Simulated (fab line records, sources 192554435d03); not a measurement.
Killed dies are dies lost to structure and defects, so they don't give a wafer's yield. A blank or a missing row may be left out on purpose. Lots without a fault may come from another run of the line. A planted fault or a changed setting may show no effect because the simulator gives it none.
Split-lot experiment | flow n5_finfet | 7 lots, 21 wafers read, on a route of 1938 steps

THE SPLIT
At N5_BEOL_M11_EXPOSE_25 (exposes mask V10), the setting dose_mj was moved away from the recipe's 85.5 on 4 of the 21 wafers read, by -2.6% to +3.8%. The other wafers ran this setting at the recipe's value.

FROM THE SPLIT TO THE READING: what the file shows between them, 2 steps
- N5_BEOL_M11_PEB_26: peb time 60 s
- N5_BEOL_M11_DEVELOP_27: develop time 30 s

THE READING
cd_nm, in nm, at N5_BEOL_M11_CD_MEAS_28 (target cd 70 nm). Fault-free wafers of this fab line usually give 69.8 nm, standard deviation 0.8 nm.

wafer  | tool, chamber at the split | dose_mj as run | against the recipe | cd_nm, nm | against lot-mates on the recipe
L074.2 | arfi_scanner-01, 0         | 85.5           | recipe             | 69.5      | -
L074.4 | arfi_scanner-01, 0         | 85.5           | recipe             | 69.7      | -
L074.6 | arfi_scanner-01, 0         | 85.5           | recipe             | 70.2      | -
L075.3 | arfi_scanner-03, 0         | 85.5           | recipe             | 69.9      | -
L075.5 | arfi_scanner-03, 0         | 85.5           | recipe             | 69.9      | -
L075.6 | arfi_scanner-03, 0         | 83.47          | -2.4%              | 67.4      | -2.5
L080.1 | arfi_scanner-01, 0         | 85.5           | recipe             | 69.3      | -
L080.2 | arfi_scanner-01, 0         | 85.5           | recipe             | 69.3      | -
L080.4 | arfi_scanner-01, 0         | 85.5           | recipe             | 69.4      | -
L084.3 | arfi_scanner-01, 0         | 85.5           | recipe             | 68.3      | -
L084.4 | arfi_scanner-01, 0         | 85.5           | recipe             | 69.7      | -
L084.5 | arfi_scanner-01, 0         | 85.5           | recipe             | 69.3      | -
L088.2 | arfi_scanner-02, 0         | 88.71          | +3.8%              | 72.2      | +2.5
L088.4 | arfi_scanner-02, 0         | 88.71          | +3.8%              | 72.4      | +2.7
L088.6 | arfi_scanner-02, 0         | 85.5           | recipe             | 69.7      | -
L091.3 | arfi_scanner-03, 0         | 85.5           | recipe             | 69.9      | -
L091.5 | arfi_scanner-03, 0         | 85.5           | recipe             | 69.3      | -
L091.6 | arfi_scanner-03, 0         | 85.5           | recipe             | 70.6      | -
L082.1 | arfi_scanner-03, 0         | 85.5           | recipe             | 68.9      | -
L082.3 | arfi_scanner-03, 0         | 83.25          | -2.6%              | 66.3      | -2.0
L082.6 | arfi_scanner-03, 0         | 85.5           | recipe             | 67.6      | -

THE FIT
A straight line over all 21 wafers: cd_nm changes by +0.853 nm for each +1% of dose_mj; r = +0.88; the points scatter about the line by 0.68 nm.
The same after taking each lot's own level away (the mean of its wafers on the recipe; 21 wafers): +0.754 nm for each +1%; r = +0.93; scatter 0.43 nm.
On that fit, the largest move of dose_mj shifts the reading by 2.8 nm.
The lots' own levels span 68.25 to 69.93 nm, that is 2.1 times the standard deviation above.
So the lot-to-lot level changes the slope: the two fits differ.
Check: with one of the wafers moved furthest among these (+3.8%) left out of the fit, the line predicts +2.94 nm for it against its lot-mates. It came out at +2.5 nm against them.

THE FILE'S OWN FIT
cd_nm changes by +0.771 nm for each +1% of dose_mj, r = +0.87.
